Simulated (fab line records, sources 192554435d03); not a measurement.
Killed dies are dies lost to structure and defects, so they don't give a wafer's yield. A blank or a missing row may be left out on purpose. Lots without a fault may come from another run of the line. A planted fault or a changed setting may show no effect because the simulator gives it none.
Chamber matching | flow n5_finfet | N5_GATE_CUT_ETCH_36 on rie_diel-06: 4 sister chambers
The step etches SiARC in CF4, target depth 13 nm, time 21.7 s. 4 wafers are shown with their chamber, then 7 later ones without.

WAFERS WITH THEIR CHAMBER
wafer  | chamber | oes_product_au (a.u.)
L082.3 | 1       | 0.77
L090.1 | 0       | 0.66
L092.1 | 2       | 0.63
L092.3 | 3       | 0.76

WAFERS WITHOUT THEIR CHAMBER
wafer  | oes_product_au (a.u.)
L092.6 | 0.65
L093.1 | 0.63
L093.4 | 0.75
L093.6 | 0.73
L096.1 | 0.75
L096.3 | 0.73
L096.5 | 0.74

WHICH CHAMBER EACH WENT THROUGH
wafer  | from the rows above     | in truth
L092.6 | can't be placed: 0 or 2 | 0
L093.1 | can't be placed: 2 or 0 | 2
L093.4 | can't be placed: 3 or 1 | 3
L093.6 | can't be placed: 3 or 1 | 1
L096.1 | can't be placed: 3 or 1 | 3
L096.3 | can't be placed: 3 or 1 | 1
L096.5 | can't be placed: 3 or 1 | 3
Placed correctly: 0 of 7. Can't be placed from these rows: 7 (the true chamber is among the candidates in 7). Placed wrongly: 0.
How it was worked out, from the rows above alone: a wafer's distance from a chamber is the root of the sum, over the readings, of the square of ((its reading less the chamber's mean) divided by the reading's scatter). The wafer belongs to the nearest chamber; if the next one is less than 2 further off, it can't be placed. A chamber's mean is the mean of its shown wafers. The scatter: with one shown wafer a chamber, the root of the mean of the squares of how far each hidden wafer lies from its nearest shown one.
